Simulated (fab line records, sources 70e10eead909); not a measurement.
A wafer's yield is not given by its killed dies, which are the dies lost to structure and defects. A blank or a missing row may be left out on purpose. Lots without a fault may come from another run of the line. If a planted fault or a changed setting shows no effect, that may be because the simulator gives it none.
fab line records	flow nand_harc
[record] lots = 6	wafers = 18	last_day = 32
route steps=1302 shown A_SGD_CUT@916 A_SLIT@922 END@1302
lots untouched by any fault: they come from a run of this same line in which no faults occurred
start_h: hours from the record's opening day to when the first of the lot's shown wafers began	wait_h: time in hours since the lot's previous step	" same as the row above	L1.1+2: a single row standing in for several wafers	- no value present, or no start provided	* or withheld: withheld	< > ~ a bound
route shown NAME@n: NAME is a module with steps in the file, n the number in the route of the first one	usual: mean and standard deviation over wafers with no fault	same: alike in all rows	chamber/n: place in a boat	sites: per-site readings	_std_site: their standard deviation	_edge_site: inner sites' mean taken away from outer sites' mean	radius_mm: how far each site lies from the wafer's centre	mask NAME#n: copy n	behind: the tool/chamber that last shaped the wafer	hold: the reason the lot was held/the length of the hold in hours/how it ended	device: names the non-switching transistor (n, p or np)	end of line: the tests these same wafers got at the end of their route	where a step has no rows: the recipe by itself	killed: count of dies lost to structure and defects at first sort (not the wafer's yield)	map: dies across one wafer; x = killed, . = not, _ = none there
set.NAME: the setting the step ran with; set.NAME@STEP: the setting that earlier step ran with	model.NAME: the simulator's own value behind a step, which no gauge read
lots at selected steps of the route; one table per step, one row per wafer
services: when a tool's chamber went out of use (start_h, in hours from the record's first day, below 0 if earlier), for how many hours, and the reason
[[steps]]
[step NHARC_A_SGD_CUT_THK_MEAS_22]
[recipe] thk_meas_gauge = ellipsometry
[usual] thk_nm = 148.4/1.3
lot.wafer	tool	chamber	start_h	wait_h	thk_nm
L815.2	film_metro-01	-	454.04	0.2	149.6
L815.4	"	-	"	"	150.0
L815.6	"	-	"	"	149.2
L822.1	film_metro-02	-	515.02	0.2	147.2
L822.2	"	-	"	"	148.5
L822.6	"	-	"	"	148.5
L830.1	film_metro-01	-	589.27	0.2	149.5
L830.2	"	-	"	"	150.2
L830.6	"	-	"	"	147.7
L831.1	film_metro-01	-	608.70	0.2	147.9
L831.4	"	-	"	"	147.8
L831.5	"	-	"	"	147.6
L836.1	film_metro-01	-	659.23	0.2	149.5
L836.3	"	-	"	"	149.0
L836.6	"	-	"	"	147.1
L837.2	film_metro-02	-	659.23	0.2	147.2
L837.3	"	-	"	"	149.8
L837.6	"	-	"	"	149.2
[step NHARC_A_SGD_CUT_SRD_23]
[step NHARC_A_SGD_CUT_ETCH_26]
[recipe] target_depth_a = 458	chemistry = dHF	material = SiO2
[step NHARC_A_SGD_CUT_ETCHBACK_24]
[recipe] target_depth_a = 500	over_etch_frac = 0.3	time_s = 92.857	ion_energy_ev = 120	ch3f_flow_sccm = 50	o2_flow_sccm = 30	ar_flow_sccm = 200	rf_w = 500	bias_w = 100	chemistry = CH3F/O2
[usual] drypump_motor_current_A = 5.6/0.36	mfc_ar_sccm = 200.1/0.6	oes_product_au = 0.97/0.034	rf_fwd_power_W = 496.8/1.9	rf_vpp_V = 243.9/1.7	showerhead_plenum_p_Torr = 2.44/0.11	throttle_valve_pct = 20.663/0.0091
lot.wafer	tool	chamber	start_h	wait_h	drypump_motor_current_A	mfc_ar_sccm	oes_product_au	rf_fwd_power_W	rf_hours_counter_h	rf_vpp_V	showerhead_plenum_p_Torr	throttle_valve_pct
L815.2	rie_diel-10	0	454.28	0.1	5.7	198.7	0.94	495.0	2	243.4	2.41	20.668
L815.4	"	1	"	"	5.3	200.6	0.93	496.7	1	246.9	2.61	20.670
L815.6	"	0	"	"	5.7	199.0	0.94	494.9	-	244.7	2.41	20.667
L822.2	rie_diel-13	0	515.27	0.2	6.5	199.4	1.01	494.4	8	246.0	2.58	20.668
L822.1	"	1	"	"	5.9	200.3	1.01	496.1	9	243.9	2.53	20.681
L822.6	"	2	"	"	6.1	200.7	1.00	497.5	-	240.6	2.30	20.656
L830.2	rie_diel-13	1	589.50	0.1	5.8	200.1	0.93	495.4	3	245.9	2.53	20.670
L830.1	"	3	"	"	5.5	200.5	0.93	497.6	3	243.7	2.53	20.661
L830.6	"	1	"	"	5.8	200.1	0.92	494.1	-	244.3	2.53	20.655
L831.4	rie_diel-09	1	609.00	0.2	5.4	199.7	0.93	494.9	6	245.0	2.49	20.660
L831.1	"	2	"	"	5.9	200.4	0.94	499.5	6	244.1	2.47	20.664
L831.5	"	3	"	"	5.1	200.3	0.92	496.9	-	242.6	2.38	20.663
L836.1	rie_diel-10	3	659.45	0.1	5.6	199.7	0.98	497.6	5	242.4	2.28	20.659
L836.3	"	2	"	"	5.8	200.5	0.97	498.6	5	245.3	2.49	20.657
L836.6	"	3	"	"	5.6	200.2	0.98	497.6	-	241.2	2.28	20.664
L837.2	rie_diel-09	3	659.46	0.1	5.1	200.2	0.98	498.8	8	242.8	2.38	20.664
L837.3	"	0	"	"	5.3	200.0	1.00	498.7	8	240.9	2.30	20.658
L837.6	"	3	"	"	5.1	200.3	0.98	498.8	-	242.3	2.38	20.661
[step NHARC_A_SGD_CUT_STRIP_28]
[recipe] time_s = 20	o2_flow_sccm = 500	ar_flow_sccm = 0	bias_w = 0	chemistry = O2
[usual] drypump_motor_current_A = 5.7/0.38	mfc_ar_sccm = 0.007/0.009	oes_product_au = 1.001/0.01	rf_vpp_V = 57.8/0.72	showerhead_plenum_p_Torr = 3.51/0.15	throttle_valve_pct = 17.037/0.0091
lot.wafer	tool	chamber	start_h	wait_h	drypump_motor_current_A	mfc_ar_sccm	oes_product_au	rf_hours_counter_h	rf_vpp_V	showerhead_plenum_p_Torr	throttle_valve_pct
L815.2	rie_diel-10	2	-	-	5.8	0	1.004	2	57.8	3.59	17.027
L815.4	"	1	"	"	5.3	0.006	1.006	1	58.3	3.74	17.025
L815.6	"	3	"	"	5.6	0.012	1.008	-	57.1	3.29	17.043
L822.2	rie_diel-13	1	-	-	5.8	0	1.009	9	58.4	3.63	17.039
L822.1	"	3	"	"	5.6	0	0.991	8	57.5	3.63	17.018
L822.6	"	1	"	"	5.9	0	1.009	-	58.2	3.63	17.052
L830.1	rie_diel-13	3	-	-	5.6	0	0.992	3	57.3	3.63	17.030
L830.2	"	0	"	"	6.5	0	1.008	3	57.9	3.69	17.051
L830.6	"	3	"	"	5.6	0	1.011	-	58.5	3.63	17.030
L831.4	rie_diel-09	1	-	-	5.4	0.021	1.006	6	56.6	3.57	17.063
L831.1	"	3	"	"	5.1	0.005	1.001	6	57.5	3.42	17.032
L831.5	"	1	"	"	5.4	0.021	1.005	-	57.0	3.57	17.035
L836.1	rie_diel-10	1	-	-	5.3	0.006	1.018	5	58.9	3.73	17.043
L836.3	"	0	"	"	5.7	0.002	1.003	5	57.6	3.45	17.037
L836.6	"	2	"	"	5.8	0	0.983	-	58.4	3.58	17.032
L837.3	rie_diel-09	2	-	-	5.9	0.026	0.999	7	57.8	3.54	17.031
L837.2	"	3	"	"	5.1	0.005	0.991	8	58.2	3.42	17.027
L837.6	"	3	"	"	5.1	0.005	0.989	-	59.2	3.42	17.042
[step NHARC_A_SGD_CUT_INSPECT_25]
[usual] raw_defect_count = 363/81
lot.wafer	tool	chamber	start_h	wait_h	raw_defect_count
L815.2	defect_inspect-01	-	454.51	-	457
L815.4	"	-	"	"	317
L815.6	"	-	"	"	327
L822.1	defect_inspect-02	-	515.48	-	275
L822.2	"	-	"	"	354
L822.6	"	-	"	"	348
L830.1	defect_inspect-01	-	589.74	-	276
L830.2	"	-	"	"	471
L830.6	"	-	"	"	273
L831.1	defect_inspect-02	-	609.22	-	510
L831.4	"	-	"	"	487
L831.5	"	-	"	"	416
L836.1	defect_inspect-02	-	659.69	-	380
L836.3	"	-	"	"	276
L836.6	"	-	"	"	353
L837.2	defect_inspect-01	-	659.70	-	324
L837.3	"	-	"	"	326
L837.6	"	-	"	"	399
[step NHARC_A_SLIT_DEP_25]
[recipe] target_thk_a = 2000	temp_c = 400	pressure_torr = 6.5	rf_w = 900	teos_flow_sccm = 161.4	flow_sccm = 2650	target_thk_nm = 200	gas = O2	material = SiO2
[usual] heater_power_w = 576/110	rf_fwd_power_W = 897.5/2.7	throttle_valve_pct = 15.8/0.5
lot.wafer	tool	chamber	start_h	wait_h	heater_power_w	rf_fwd_power_W	throttle_valve_pct
L815.2	pecvd-03	1	454.58	0.1	565	896.9	16.1
L815.4	"	1	"	"	565	896.5	16.0
L815.6	"	2	"	"	365	897.6	15.8
L822.2	pecvd-04	2	515.55	0.1	664	897.6	15.6
L822.1	"	1	"	"	559	899.4	16.1
L822.6	"	0	"	"	494	899.8	14.8
L830.1	pecvd-01	0	589.85	0.1	664	895.4	15.1
L830.2	"	1	"	"	774	898.1	16.1
L830.6	"	0	"	"	676	902.0	15.6
L831.1	pecvd-03	1	609.28	0.1	565	896.3	15.6
L831.4	"	1	"	"	574	898.8	15.6
L831.5	"	1	"	"	569	897.6	15.8
L836.3	pecvd-04	1	659.80	0.1	478	894.5	16.1
L836.1	"	2	"	"	810	895.7	16.1
L836.6	"	0	"	"	534	900.1	15.0
L837.2	pecvd-01	1	659.85	0.2	686	897.0	16.4
L837.3	"	0	"	"	517	903.5	15.4
L837.6	"	2	"	"	439	900.6	16.4
[step NHARC_A_SLIT_DEP_00]
[recipe] target_thk_a = 62000	temp_c = 400	material = aC
[usual] throttle_valve_pct = 35.000/0.0095
lot.wafer	tool	chamber	start_h	wait_h	throttle_valve_pct
L815.2	acl_dep-02	0	456.22	-	35.008
L815.4	"	0	457.46	-	35.018
L815.6	"	0	458.70	-	34.973
L822.1	acl_dep-03	0	515.89	-	35.012
L822.2	"	0	"	"	35.018
L822.6	"	0	519.03	-	35.003
L830.1	acl_dep-01	0	592.06	-	34.995
L830.2	"	0	"	"	35.003
L830.6	"	0	595.18	-	35.002
L831.1	acl_dep-03	0	612.99	3.6	34.991
L831.4	"	0	614.85	5.1	35.005
L831.5	"	0	"	"	34.993
L836.1	acl_dep-03	0	660.10	-	35.002
L836.3	"	0	661.36	-	35.005
L836.6	"	0	663.25	-	35.008
L837.2	acl_dep-01	0	660.82	-	35.011
L837.3	"	0	"	"	35.001
L837.6	"	0	663.35	-	34.998
[step NHARC_A_SLIT_DEP_23]
[recipe] target_thk_a = 1000	target_thk_nm = 100	temp_c = 400	pressure_torr = 3.5	flow_sccm = 200	rf_w = 350	material = SiON
[usual] heater_power_w = 789/130	rf_fwd_power_W = 348.5/1.2
lot.wafer	tool	chamber	start_h	wait_h	heater_power_w	rf_fwd_power_W
L815.2	pecvd-01	1	459.37	2.5	925	349.8
L815.4	"	0	"	"	885	351.1
L815.6	"	1	"	"	935	348.1
L822.1	pecvd-04	0	519.69	3.2	687	349.7
L822.2	"	2	"	"	951	348.2
L822.6	"	2	"	"	959	348.4
L830.2	pecvd-01	2	595.86	2.6	692	347.9
L830.1	"	0	"	"	773	347.7
L830.6	"	2	"	"	689	347.8
L831.1	pecvd-01	2	616.79	3.2	707	347.9
L831.5	"	1	"	"	1024	346.7
L831.4	"	2	"	"	569	348.7
L836.1	pecvd-01	1	663.90	3.2	1058	349.1
L836.3	"	0	"	"	853	345.8
L836.6	"	1	"	"	876	350.0
L837.3	pecvd-03	0	664.00	1.9	788	349.9
L837.2	"	1	"	"	764	349.1
L837.6	"	1	"	"	750	348.8
[step NHARC_A_SLIT_DEHYDRATE_01]
[recipe] temp_c = 150	time_s = 120
[step NHARC_A_SLIT_HMDS_02]
[recipe] time_s = 30
[step NHARC_A_SLIT_COAT_03]
[recipe] spin_rpm = 1500	resist_thk_nm = 90
[step NHARC_A_SLIT_SOFTBAKE_04]
[recipe] temp_c = 105	time_s = 55
[usual] chill_plate_temp_C = 23.03/0.12	heater_power_total_W = 188.43/0.13
lot.wafer	tool	chamber	start_h	wait_h	chill_plate_temp_C	heater_power_total_W
L815.2	litho_track-04	0	459	-	22.96	188.39
L815.4	"	0	"	"	23.13	188.33
L815.6	"	0	"	"	23.04	188.35
L822.1	litho_track-06	0	520	-	23.23	188.40
L822.2	"	0	"	"	22.98	188.40
L822.6	"	0	"	"	23.18	188.62
L830.1	litho_track-06	0	596	-	23.09	173.26
L830.2	"	0	"	"	23.10	173.11
L830.6	"	0	"	"	23.20	173.32
L831.1	litho_track-06	0	617	-	23.14	173.15
L831.4	"	0	"	"	23.26	173.17
L831.5	"	0	"	"	23.05	173.49
L836.1	litho_track-04	0	664	-	22.98	188.31
L836.3	"	0	"	"	23.02	188.73
L836.6	"	0	"	"	23.04	188.34
L837.2	litho_track-01	0	664	-	23.22	188.58
L837.3	"	0	"	"	23.04	188.50
L837.6	"	0	"	"	23.02	188.32
[step NHARC_A_SLIT_EBR_05]
[step NHARC_END_SORT_01]
[recipe] temp_c = 25
[usual] killed_at_array = 56/19	killed_at_other = 1.0/1.3	killed_at_periphery = 3.8/2.2	killed_dies = 61/19	killed_open = 3.1/1.9	killed_short = 2.3/1.5
[same] gross_dies = 677
lot.wafer	tool	chamber	start_h	wait_h	killed_at_array	killed_at_other	killed_at_periphery	killed_dies	killed_open	killed_short
L815.2	prober-02	0	573.42	2.8	48	0	2	50	1	1
L815.4	prober-02	0	575.00	3.4	35	0	4	39	1	2
L815.6	prober-02	0	576.58	4.0	50	1	6	57	8	4
L822.1	prober-02	0	632.81	2.6	70	0	4	74	4	1
L822.2	prober-02	0	633.61	2.8	77	1	1	79	2	0
L822.6	prober-02	0	636.81	4.0	82	0	4	86	4	3
L830.1	prober-02	0	711.66	2.5	52	0	1	53	6	4
L830.2	prober-02	0	712.47	2.8	59	0	4	63	11	5
L830.6	prober-02	0	715.70	4.0	46	0	2	48	4	2
L831.1	prober-02	0	735.01	2.5	87	2	6	95	3	3
L831.4	prober-02	0	737.42	3.4	79	0	5	84	4	4
L831.5	prober-02	0	738.22	3.7	69	0	4	73	0	3
L836.1	prober-02	0	772.51	2.5	56	0	4	60	2	6
L836.3	prober-02	0	774.10	3.1	73	1	5	79	3	4
L836.6	prober-02	0	776.49	4.0	55	0	3	58	1	1
L837.2	prober-01	0	772.79	2.8	42	2	4	48	3	2
L837.3	prober-01	0	773.59	3.1	54	4	2	60	4	2
L837.6	prober-01	0	775.99	4.0	54	1	3	58	3	7
// killed by level:class
L815.2 A_CHANNEL_HOLE_D2:chamber_film_flake=30 A_STAIRCASE:chamber_film_flake=6 A_CONTACT:chamber_film_flake=4 A_CHANNEL_HOLE_D1:chamber_film_flake=3 A_CHANNEL_FILL_D1:geometric_particle:short=1 A_ONON_D2:geometric_particle:open=1 P_GATE:chamber_film_flake=1 P_M2:chamber_film_flake=1
L815.4 A_CHANNEL_HOLE_D2:chamber_film_flake=23 A_STAIRCASE:chamber_film_flake=6 P_GATE:chamber_film_flake=2 A_CHANNEL_HOLE_D1:chamber_film_flake=2 A_WL_FILL:chamber_film_flake=2 P_M0:geometric_particle:open=1 A_CHANNEL_FILL_D2:geometric_particle:short=1 A_WL_FILL:geometric_particle:short=1
L815.6 A_CHANNEL_HOLE_D2:chamber_film_flake=35 P_GATE:chamber_film_flake=3 A_STAIRCASE:chamber_film_flake=3 P_M0:geometric_particle:short=2 A_CHANNEL_FILL_D1:geometric_particle:open=2 A_CHANNEL_HOLE_D1:chamber_film_flake=2 P_GATE:geometric_particle:open=1 A_SOURCE_PLATE:geometric_particle:short=1
L822.1 A_CHANNEL_HOLE_D2:chamber_film_flake=28 A_SLIT:chamber_film_flake=18 A_CHANNEL_HOLE_D1:chamber_film_flake=12 A_CONTACT:chamber_film_flake=5 P_STI:chamber_film_flake=2 P_M0:chamber_film_flake=2 A_CHANNEL_FILL_D1:geometric_particle:open=1 A_WL_FILL:geometric_particle:short=1
L822.2 A_SLIT:chamber_film_flake=32 A_CHANNEL_HOLE_D2:chamber_film_flake=27 A_CHANNEL_HOLE_D1:chamber_film_flake=4 A_STAIRCASE:chamber_film_flake=3 A_WL_FILL:chamber_film_flake=3 A_CONTACT:chamber_film_flake=3 A_CHANNEL_FILL_D2:chamber_film_flake=2 A_ONON_D2:geometric_particle:open=1
L822.6 A_CHANNEL_HOLE_D2:chamber_film_flake=35 A_SLIT:chamber_film_flake=29 P_M0:chamber_film_flake=3 A_CHANNEL_HOLE_D1:chamber_film_flake=3 A_ONON_D1:geometric_particle:short=2 A_CHANNEL_FILL_D1:chamber_film_flake=2 A_WL_FILL:chamber_film_flake=2 P_STI:geometric_particle:open=1
L830.1 A_SLIT:chamber_film_flake=29 A_CHANNEL_HOLE_D1:chamber_film_flake=7 A_ONON_D1:geometric_particle:open=3 A_CONTACT:chamber_film_flake=3 A_STAIRCASE:chamber_film_flake=2 P_CONTACT:geometric_particle:short=1 A_CHANNEL_HOLE_D1:geometric_particle:open=1 A_CHANNEL_FILL_D1:geometric_particle:open=1
L830.2 A_SLIT:chamber_film_flake=31 A_CHANNEL_HOLE_D1:chamber_film_flake=9 P_M0:geometric_particle:open=3 A_STAIRCASE:chamber_film_flake=3 A_CONTACT:chamber_film_flake=3 A_CHANNEL_FILL_D1:geometric_particle:short=2 A_CHANNEL_FILL_D1:geometric_particle:open=2 A_DECK1_JOINT:geometric_particle:open=2
L830.6 A_SLIT:chamber_film_flake=29 A_CHANNEL_HOLE_D1:chamber_film_flake=6 A_CONTACT:chamber_film_flake=5 A_STAIRCASE:chamber_film_flake=2 P_M0:geometric_particle:short=1 P_M0:geometric_particle:open=1 A_CHANNEL_FILL_D2:geometric_particle:open=1 A_CONTACT:geometric_particle:open=1
L831.1 A_SLIT:chamber_film_flake=34 A_CHANNEL_HOLE_D1:chamber_film_flake=32 A_CONTACT:chamber_film_flake=7 P_BONDPAD:chamber_film_flake=4 A_STAIRCASE:chamber_film_flake=4 A_CHANNEL_FILL_D2:chamber_film_flake=3 A_ONON_D2:geometric_particle:open=2 P_M2:geometric_particle:short=1
L831.4 A_CHANNEL_HOLE_D1:chamber_film_flake=33 A_SLIT:chamber_film_flake=30 A_STAIRCASE:chamber_film_flake=4 P_BONDPAD:chamber_film_flake=3 A_CONTACT:chamber_film_flake=3 A_CHANNEL_FILL_D2:geometric_particle:short=2 A_WL_FILL:geometric_particle:short=2 P_M2:geometric_particle:open=1
L831.5 A_SLIT:chamber_film_flake=27 A_CHANNEL_HOLE_D1:chamber_film_flake=26 A_STAIRCASE:chamber_film_flake=8 A_CONTACT:chamber_film_flake=4 P_GATE:chamber_film_flake=2 P_CONTACT:geometric_particle:short=1 A_ONON_D2:geometric_particle:short=1 A_CHANNEL_FILL_D2:geometric_particle:short=1
L836.1 A_SLIT:chamber_film_flake=30 A_CHANNEL_HOLE_D1:chamber_film_flake=9 A_CONTACT:chamber_film_flake=5 A_CHANNEL_FILL_D1:geometric_particle:short=3 P_ZERO_WELL:chamber_film_flake=3 A_STAIRCASE:chamber_film_flake=3 A_M0:geometric_particle:open=2 A_ONON_D2:geometric_particle:short=1
L837.2 A_CHANNEL_HOLE_D2:chamber_film_flake=23 A_SLIT:chamber_film_flake=8 A_CONTACT:chamber_film_flake=3 P_ZERO_WELL:chamber_film_flake=2 A_STAIRCASE:chamber_film_flake=2 THIN_TSV:chamber_film_flake=2 P_M0:geometric_particle:open=1 A_DECK1_JOINT:geometric_particle:short=1
L837.3 A_CHANNEL_HOLE_D2:chamber_film_flake=30 A_SLIT:chamber_film_flake=10 A_STAIRCASE:chamber_film_flake=3 THIN_TSV:chamber_film_flake=3 A_WL_FILL:chamber_film_flake=2 A_CONTACT:chamber_film_flake=2 P_CONTACT:geometric_particle:open=1 A_ONON_D2:geometric_particle:open=1
L836.3 A_SLIT:chamber_film_flake=34 A_CHANNEL_HOLE_D1:chamber_film_flake=17 A_CONTACT:chamber_film_flake=6 A_CHANNEL_FILL_D1:chamber_film_flake=5 P_GATE:chamber_film_flake=3 A_STAIRCASE:chamber_film_flake=3 A_M0:geometric_particle:open=2 A_DECK1_JOINT:chamber_film_flake=2
L837.6 A_CHANNEL_HOLE_D2:chamber_film_flake=26 A_SLIT:chamber_film_flake=10 A_CONTACT:chamber_film_flake=6 A_SGD_CUT:geometric_particle:short=2 A_WL_FILL:geometric_particle:short=2 A_STAIRCASE:chamber_film_flake=2 P_CONTACT:geometric_particle:open=1 A_SOURCE_PLATE:geometric_particle:short=1
L836.6 A_SLIT:chamber_film_flake=27 A_CHANNEL_HOLE_D1:chamber_film_flake=11 A_CONTACT:chamber_film_flake=7 A_ZERO_WELL:chamber_film_flake=3 A_STAIRCASE:chamber_film_flake=2 P_M0:geometric_particle:open=1 A_CHANNEL_FILL_D1:geometric_particle:short=1 P_CONTACT:chamber_film_flake=1
[[services]]
tool	chamber	start_h	hours	kind
rie_diel-13	3	436.24	1.7	repair
pecvd-04	-	450.40	13.0	pm
rie_diel-09	0	479.96	2.4	repair
rie_diel-10	2	482.92	7.6	repair
pecvd-03	2	483.37	145.3	repair
rie_diel-09	1	486.51	19.7	repair
acl_dep-03	-	487.13	13.0	pm
pecvd-01	-	492.61	13.0	pm
rie_diel-09	-	497.25	9.0	pm
litho_track-01	-	505.00	7.0	pm
pecvd-04	1	516.84	3.2	repair
rie_diel-13	-	519.00	9.0	pm
litho_track-06	-	529.00	7.0	pm
pecvd-04	-	546.50	3.0	repair
pecvd-03	-	547.00	13.0	pm
acl_dep-01	-	551.08	13.0	pm
pecvd-04	0	552.80	10.3	repair
litho_track-04	-	553.00	7.0	pm
rie_diel-10	-	596.51	9.0	pm
pecvd-03	0	609.06	12.5	repair
acl_dep-02	-	609.38	13.0	pm
rie_diel-09	1	616.51	4.3	repair
rie_diel-09	-	622.64	4.1	repair
pecvd-04	-	631.56	13.0	pm
[[key]]
[first_sign] step = NHARC_A_SLIT_SOFTBAKE_04	reading = heater_power_total_W	direction = down	sigmas = 99+	usual = *	struck = *
effect none on later readings
met_at NHARC_A_SLIT_SOFTBAKE_04
struck_wafers L830.1,L830.2,L830.6,L831.1,L831.4,L831.5
tester_left_out L830,L831
onset_between 520 596
[fault] kind = process_parameter_drift	tool = litho_track-06	chamber = -	onset_h = 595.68	steps = NHARC_A_SLIT_SOFTBAKE_04	channel = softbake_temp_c	offset = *	shape = step	end_h = 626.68	acts_in = *	stated = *
// tester_left_out: of these lots the tester's yield and bins aren't shown, on N5 and GAA mostly nor the transistor test; their killed dies are dies lost to structure and defects alone, not to doping, threshold or leakage, so they don't give the yield
